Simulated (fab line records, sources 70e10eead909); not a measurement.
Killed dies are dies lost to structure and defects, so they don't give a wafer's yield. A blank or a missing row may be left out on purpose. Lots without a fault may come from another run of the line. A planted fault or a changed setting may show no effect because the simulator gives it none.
fab line records | flow nand_harc
record lots=14 wafers=42 last_day=32
route steps=1302 shown P_GATE@170
lots that met no fault: from a run of the same line without faults
start_h: hours from the record's first day to the start of the lot's first wafer shown | wait_h: hours since the lot's step before | " the same as in the row above | L1.1+2: a row that stands for several wafers | - no value, or no start given | * or withheld: withheld | < > ~ a bound
route shown NAME@n: a module of which the file shows steps, and the number in the route of the first | usual: mean/standard deviation of fault-free wafers | same: alike in all rows | chamber/n: place in a boat | sites: the reading at each site | _std_site: their standard deviation | _edge_site: outer sites' mean less inner sites' | radius_mm: how far each site lies from the wafer's centre | mask NAME#n: copy n | behind: the tool/chamber that last shaped the wafer | hold: why the lot was held/for how many hours/how that ended | device: the transistor (n, p or np) that didn't switch | end of line: the same wafers' tests at the end of the route | a step without rows: its recipe alone | killed: dies lost to structure and defects at the first sort, not the wafer's yield | map: a wafer's dies, x killed, . not, _ none there
set.NAME: the setting as run; set.NAME@STEP: as run at that earlier step | model.NAME: the simulator's own value behind a step, which no gauge read
steps of the route over a sample of lots; a table a step, a row a wafer
services: from which hour (start_h, from the record's first day; less than 0 if before it) a tool's chamber was out of use, for how many hours, and why
## steps
# step NHARC_P_GATE_CD_MEAS_46
# recipe target_cd_nm=720 landing_energy_ev=500
# usual cd_nm=720.5/1.3
# same landing_energy_ev=500
# columns lot.wafer tool chamber start_h wait_h cd_nm
L622.1 cd_sem-02 0 90.21 - 719.7
L622.2 " 0 " " 720.2
L622.3 " 0 " " 719.7
L621.3 cd_sem-02 0 91.01 - 719.9
L621.4 " 0 " " 722.5
L621.5 " 0 " " 719.7
L623.1 cd_sem-03 0 106.86 - 720.3
L623.3 " 0 " " 721.1
L623.5 " 0 " " 719.4
L624.3 cd_sem-02 0 109.03 - 720.5
L624.5 " 0 " " 720.3
L624.6 " 0 " " 721.8
L625.1 cd_sem-03 0 122.64 - 720.9
L625.2 " 0 " " 720.2
L625.5 " 0 " " 720.9
L626.1 cd_sem-03 0 142.00 - 718.9
L626.3 " 0 " " 719.4
L626.6 " 0 " " 720.9
L628.1 cd_sem-03 0 162.21 - 721.7
L628.4 " 0 " " 721.6
L628.6 " 0 " " 720.5
L631.1 cd_sem-03 0 179.68 - 721.4
L631.2 " 0 " " 720.8
L631.4 " 0 " " 720.3
L630.1 cd_sem-01 0 180.31 - 720.9
L630.2 " 0 " " 720.2
L630.6 " 0 " " 719.2
L632.2 cd_sem-02 0 195.79 - 720.2
L632.4 " 0 " " 719.8
L632.6 " 0 " " 719.5
L633.1 cd_sem-03 0 200.51 - 720.0
L633.2 " 0 " " 721.0
L633.6 " 0 " " 721.2
L636.1 cd_sem-02 0 232.43 - 720.5
L636.4 " 0 " " 720.3
L636.5 " 0 " " 721.2
L637.1 cd_sem-03 0 244.42 - 722.3
L637.2 " 0 " " 720.3
L637.5 " 0 " " 721.3
L639.1 cd_sem-01 0 268.59 - 719.7
L639.2 " 0 " " 718.0
L639.5 " 0 " " 717.9
# step NHARC_P_GATE_DESCUM_48
# recipe time_s=3 o2_flow_sccm=200 ar_flow_sccm=0 bias_power_w=0 chemistry=O2
# usual drypump_motor_current_A=5.9/0.43 oes_product_au=1.000/0.0073 rf_vpp_V=57.8/0.87 showerhead_plenum_p_Torr=1.95/0.069 throttle_valve_pct=11.312/0.0092
# columns lot.wafer tool chamber start_h wait_h drypump_motor_current_A oes_product_au rf_hours_counter_h rf_vpp_V showerhead_plenum_p_Torr throttle_valve_pct
L622.2 rie_diel-10 2 90.37 - 6.1 0.995 3.3 56.8 1.83 11.330
L622.1 " 3 " " 5.8 1.007 2.9 58.4 2.06 11.317
L622.3 " 1 " " 5.0 0.996 3.8 57.1 1.90 11.311
L621.3 rie_diel-12 1 91.16 - 5.6 1.004 1.1 57.2 1.86 11.297
L621.4 " 2 " " 5.8 0.996 1.0 56.5 1.97 11.299
L621.5 " 1 " " 5.6 0.999 - 57.9 1.86 11.301
L623.3 rie_diel-10 2 107.06 - 6.1 0.994 3.6 56.2 1.83 11.317
L623.1 " 3 " " 5.7 0.991 3.2 56.9 2.06 11.298
L623.5 " 1 " " 5.0 0.990 - 59.3 1.90 11.311
L624.3 rie_diel-10 1 109.21 - 5.0 0.994 4.1 57.0 1.90 11.308
L624.5 " 3 " " 5.8 1.008 - 58.1 2.06 11.309
L624.6 " 0 " " 6.2 1.005 - 57.6 2.02 11.315
L625.2 rie_diel-12 0 122.80 - 6.7 1.007 1.6 56.9 1.87 11.307
L625.1 " 2 " " 5.7 1.003 1.9 57.9 1.96 11.294
L625.5 " 0 " " 6.7 1.010 - 57.8 1.87 11.315
L626.3 rie_diel-12 2 142.18 - 5.8 0.991 2.6 59.6 1.96 11.317
L626.1 " 3 " " 6.4 0.993 2.9 57.2 1.94 11.308
L626.6 " 0 " " 6.6 1.003 - 57.7 1.87 11.313
L628.1 rie_diel-12 2 162.38 - 5.8 0.982 4.5 57.7 1.96 11.302
L628.4 " 0 " " 6.7 1.011 4.6 56.9 1.87 11.310
L628.6 " 1 " " 5.6 1.010 - 57.5 1.86 11.317
L631.1 rie_diel-06 0 179.84 - 5.8 0.999 5.8 58.2 1.91 11.315
L631.2 " 2 " " 6.4 0.998 4.8 58.7 2.06 11.302
L631.4 " 3 " " 5.6 1.001 5.4 57.8 1.96 11.310
L630.2 rie_diel-12 2 180.48 - 5.8 0.994 5.5 56.8 1.96 11.309
L630.1 " 3 " " 6.4 1.002 6.1 57.0 1.94 11.310
L630.6 " 2 " " 5.8 0.995 - 58.1 1.96 11.291
L632.4 rie_diel-06 0 195.98 - 5.8 0.990 6.3 57.1 1.91 11.316
L632.2 " 1 " " 5.4 1.001 5.9 57.8 1.99 11.312
L632.6 " 3 " " 5.6 0.997 - 57.2 1.96 11.301
L633.2 rie_diel-10 0 200.69 - 6.2 0.992 9.2 57.5 2.02 11.317
L633.1 " 1 " " 5.0 0.985 9.2 58.3 1.90 11.312
L633.6 " 2 " " 6.1 0.998 - 57.0 1.83 11.323
L636.1 rie_diel-06 3 232.61 - 5.6 0.993 7.5 58.5 1.96 11.320
L636.4 " 1 " " 5.4 1.009 8.5 57.0 1.98 11.318
L636.5 " 2 " " 6.4 1.013 - 58.1 2.05 11.298
L637.2 rie_diel-06 1 244.58 - 5.5 0.998 8.9 58.6 1.99 11.307
L637.1 " 2 " " 6.4 1.012 8.1 58.0 2.05 11.342
L637.5 " 3 " " 5.6 0.991 - 58.1 1.96 11.316
L639.1 rie_diel-12 3 268.78 - 6.3 0.994 1.0 59.0 1.93 11.313
L639.2 " 0 " " 6.6 0.988 1.4 57.7 1.87 11.326
L639.5 " 2 " " 5.8 0.996 - 58.2 1.96 11.298
# step NHARC_P_GATE_RTA_64
# recipe temp_c=1050 time_s=1
# usual anneal_temp_c_max=1053.8/1.1 lamp_power_pct=31.8/0.48 lamp_zone_2_pct=31.8/0.49 wafer_temp_C_max=1054.2/1.2
# columns lot.wafer tool chamber start_h wait_h anneal_temp_c_max lamp_power_pct lamp_zone_2_pct wafer_temp_C_max
L622.1 rtp_anneal-01 0 95.47 - 1054.0 32.4 32.3 1054.2
L622.2 " 0 " " 1054.5 32.3 32.3 1054.7
L622.3 " 0 " " 1054.6 32.4 32.3 1052.2
L621.3 rtp_anneal-02 0 96.31 - 1052.3 31.4 31.3 1054.5
L621.4 " 0 " " 1052.2 31.4 31.3 1056.9
L621.5 " 0 " " 1052.7 31.4 31.4 1056.2
L623.1 rtp_anneal-02 0 112.34 - 1053.5 31.3 31.4 1057.4
L623.3 " 0 " " 1053.6 31.4 31.4 1055.5
L623.5 " 0 " " 1053.2 31.3 31.3 1057.6
L624.3 rtp_anneal-02 0 114.23 - 1053.1 31.3 31.4 1055.3
L624.5 " 0 " " 1053.1 31.3 31.3 1053.6
L624.6 " 0 " " 1053.6 31.4 31.4 1055.7
L625.1 rtp_anneal-01 0 127.78 - 1053.1 32.3 32.2 1053.7
L625.2 " 0 " " 1055.4 32.3 32.3 1053.4
L625.5 " 0 " " 1055.2 32.3 32.4 1052.9
L626.1 rtp_anneal-02 0 147.30 - 1053.0 31.4 31.4 1055.7
L626.3 " 0 " " 1053.2 31.4 31.4 1054.2
L626.6 " 0 " " 1053.1 31.4 31.4 1055.6
L628.1 rtp_anneal-02 0 167.48 - 1052.0 31.4 31.3 1055.0
L628.4 " 0 " " 1053.8 31.4 31.3 1054.8
L628.6 " 0 " " 1052.9 31.3 31.4 1053.9
L631.1 rtp_anneal-01 0 184.97 - 1055.8 32.4 32.3 1053.1
L631.2 " 0 " " 1056.6 32.4 32.3 1053.7
L631.4 " 0 " " 1055.3 32.3 32.3 1052.4
L630.1 rtp_anneal-02 0 185.52 - 1052.8 31.4 31.3 1055.6
L630.2 " 0 " " 1052.5 31.3 31.3 1054.3
L630.6 " 0 " " 1052.8 31.3 31.3 1054.4
L632.2 rtp_anneal-02 0 201.27 - 1053.1 31.4 31.3 1056.3
L632.4 " 0 " " 1053.5 31.3 31.3 1054.7
L632.6 " 0 " " 1053.0 31.3 31.3 1056.0
L633.1 rtp_anneal-01 0 205.95 - 1053.7 32.4 32.4 1053.6
L633.2 " 0 " " 1056.5 32.4 32.3 1052.5
L633.6 " 0 " " 1056.7 32.4 32.4 1053.0
L636.1 rtp_anneal-02 - 238.04 - - - - -
L636.4 " - " " - - - -
L636.5 " - " " - - - -
L637.1 rtp_anneal-01 - 249.62 - - - - -
L637.2 " - " " - - - -
L637.5 " - " " - - - -
L639.1 rtp_anneal-02 0 273.80 - 1054.3 31.4 31.4 1053.6
L639.2 " 0 " " 1052.6 31.4 31.4 1054.0
L639.5 " 0 " " 1053.2 31.3 31.4 1055.1
# step NHARC_P_GATE_RTA_80
# recipe temp_c=300 time_s=30
# usual anneal_temp_c_max=301.1/0.34 lamp_zone_7_pct=1.99/0.031 wafer_temp_C_max=301.16/0.3
# columns lot.wafer tool chamber start_h wait_h anneal_temp_c_max lamp_zone_7_pct wafer_temp_C_max
L622.1 rtp_anneal-01 0 96.07 - 301.1 2.02 300.95
L622.2 " 0 " " 301.2 2.02 300.94
L622.3 " 0 " " 301.1 2.02 300.97
L621.3 rtp_anneal-02 0 96.91 - 300.9 1.96 301.29
L621.4 " 0 " " 300.9 1.96 300.80
L621.5 " 0 " " 301.0 1.96 301.20
L623.1 rtp_anneal-01 0 112.95 - 301.2 2.02 301.02
L623.3 " 0 " " 302.0 2.02 301.17
L623.5 " 0 " " 301.3 2.02 301.41
L624.3 rtp_anneal-01 0 114.83 - 301.1 2.03 300.98
L624.5 " 0 " " 300.9 2.03 300.84
L624.6 " 0 " " 301.5 2.03 301.26
L625.1 rtp_anneal-02 0 128.38 - 300.5 1.96 301.61
L625.2 " 0 " " 301.1 1.96 301.81
L625.5 " 0 " " 301.0 1.96 300.89
L626.1 rtp_anneal-02 0 147.90 - 301.2 1.96 301.21
L626.3 " 0 " " 301.4 1.96 301.20
L626.6 " 0 " " 301.0 1.96 301.07
L628.1 rtp_anneal-01 0 168.10 - 301.5 2.03 301.41
L628.4 " 0 " " 301.0 2.03 300.54
L628.6 " 0 " " 301.2 2.03 300.98
L631.1 rtp_anneal-02 0 185.69 - 300.9 1.97 301.87
L631.2 " 0 " " 300.8 1.97 301.42
L631.4 " 0 " " 300.9 1.97 301.35
L630.1 rtp_anneal-02 0 186.12 - 300.6 1.96 301.10
L630.2 " 0 " " 300.6 1.96 301.08
L630.6 " 0 " " 300.6 1.96 301.35
L632.2 rtp_anneal-01 0 201.87 - 301.0 2.02 301.10
L632.4 " 0 " " 301.3 2.02 301.06
L632.6 " 0 " " 300.8 2.02 301.05
L633.1 rtp_anneal-02 0 206.56 - 300.8 1.96 302.01
L633.2 " 0 " " 301.3 1.96 301.40
L633.6 " 0 " " 300.8 1.96 301.24
L636.1 rtp_anneal-01 0 238.65 - 301.5 2.03 300.72
L636.4 " 0 " " 301.4 2.03 301.17
L636.5 " 0 " " 301.7 2.03 300.88
L637.1 rtp_anneal-02 0 250.22 - 300.9 1.96 301.38
L637.2 " 0 " " 300.8 1.96 301.48
L637.5 " 0 " " 301.2 1.96 301.08
L639.1 rtp_anneal-02 0 274.39 - 301.2 1.96 301.09
L639.2 " 0 " " 301.1 1.96 300.98
L639.5 " 0 " " 301.2 1.96 301.19
## services
# columns tool chamber start_h hours kind
rie_diel-12 - 67.40 9.0 pm
rie_diel-12 0 67.40 9.0 vent_cycle
rie_diel-12 1 67.40 9.0 vent_cycle
rie_diel-12 2 67.40 9.0 vent_cycle
rie_diel-12 3 67.40 9.0 vent_cycle
rie_diel-12 0 76.40 - clean
rie_diel-12 1 76.40 - clean
rie_diel-12 2 76.40 - clean
rie_diel-12 3 76.40 - clean
rie_diel-12 0 100.90 - clean
rie_diel-12 1 100.90 - clean
rie_diel-12 2 100.90 - clean
rie_diel-12 3 100.90 - clean
rie_diel-06 - 106.23 9.0 pm
rie_diel-12 0 125.40 - clean
rie_diel-12 1 125.40 - clean
rie_diel-12 2 125.40 - clean
rie_diel-12 3 125.40 - clean
rie_diel-10 3 133.18 8.8 repair
rie_diel-12 0 149.90 - clean
rie_diel-12 1 149.90 - clean
rie_diel-10 - 218.81 9.0 pm
rie_diel-06 0 242.11 5.0 repair
rie_diel-12 - 244.40 9.0 pm
## key
first_sign step=NHARC_P_GATE_RTA_64 reading=tool_record direction=missing
effect none on later readings
met_at NHARC_P_GATE_RTA_64
struck_lots L636,L637
later_rows_left_out L636.1,L636.4,L636.5,L637.1,L637.2,L637.5
sort_left_out L636.1,L636.4,L636.5,L637.1,L637.2,L637.5
tester_left_out L636,L637
not_acting_at NHARC_P_GATE_CD_MEAS_46,NHARC_P_GATE_DESCUM_48,NHARC_P_GATE_RTA_80
onset_between 205.95 238.04
fault kind=skipped_step_whole tool=rtp_anneal-01,rtp_anneal-02 chamber=- onset_h=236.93 steps=NHARC_P_GATE_RTA_64 scope=struck_lots_only
# tester_left_out: of these lots the tester's yield and bins aren't shown, on N5 and GAA mostly nor the transistor test; their killed dies are dies lost to structure and defects alone, not to doping, threshold or leakage, so they don't give the yield
# sort_left_out: the simulated sort isn't trusted on such a fault, so these wafers' sort isn't shown, and their yield isn't known
# later_rows_left_out: the simulator's readings of these wafers behind a module that went badly wrong aren't trusted and aren't shown, but for the sort
